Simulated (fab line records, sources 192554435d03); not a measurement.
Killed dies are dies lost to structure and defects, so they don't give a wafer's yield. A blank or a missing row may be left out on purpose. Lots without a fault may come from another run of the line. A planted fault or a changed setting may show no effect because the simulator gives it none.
Chamber matching | flow n5_finfet | N5_BEOL_M0_SAQP_STRIP_108 on rie_diel-05: 4 sister chambers
The step strips in N2/H2. 4 wafers are shown with their chamber, then 7 later ones without.

WAFERS WITH THEIR CHAMBER
wafer  | chamber | showerhead_plenum_p_Torr (Torr)
L085.6 | 0       | 3.31
L089.2 | 2       | 3.16
L090.4 | 1       | 3.54
L090.5 | 3       | 3.42

WAFERS WITHOUT THEIR CHAMBER
wafer  | showerhead_plenum_p_Torr (Torr)
L090.6 | 3.16
L092.3 | 3.54
L092.4 | 3.30
L092.5 | 3.41
L095.2 | 3.53
L095.3 | 3.41
L095.6 | 3.41

WHICH CHAMBER EACH WENT THROUGH
wafer  | from the rows above | in truth
L090.6 | 2                   | 2
L092.3 | 1                   | 1
L092.4 | 0                   | 0
L092.5 | 3                   | 3
L095.2 | 1                   | 1
L095.3 | 3                   | 3
L095.6 | 3                   | 3
Placed correctly: 7 of 7. Can't be placed from these rows: 0. Placed wrongly: 0.
How it was worked out, from the rows above alone: a wafer's distance from a chamber is the root of the sum, over the readings, of the square of ((its reading less the chamber's mean) divided by the reading's scatter). The wafer belongs to the nearest chamber; if the next one is less than 2 further off, it can't be placed. A chamber's mean is the mean of its shown wafers. The scatter: with one shown wafer a chamber, the root of the mean of the squares of how far each hidden wafer lies from its nearest shown one.
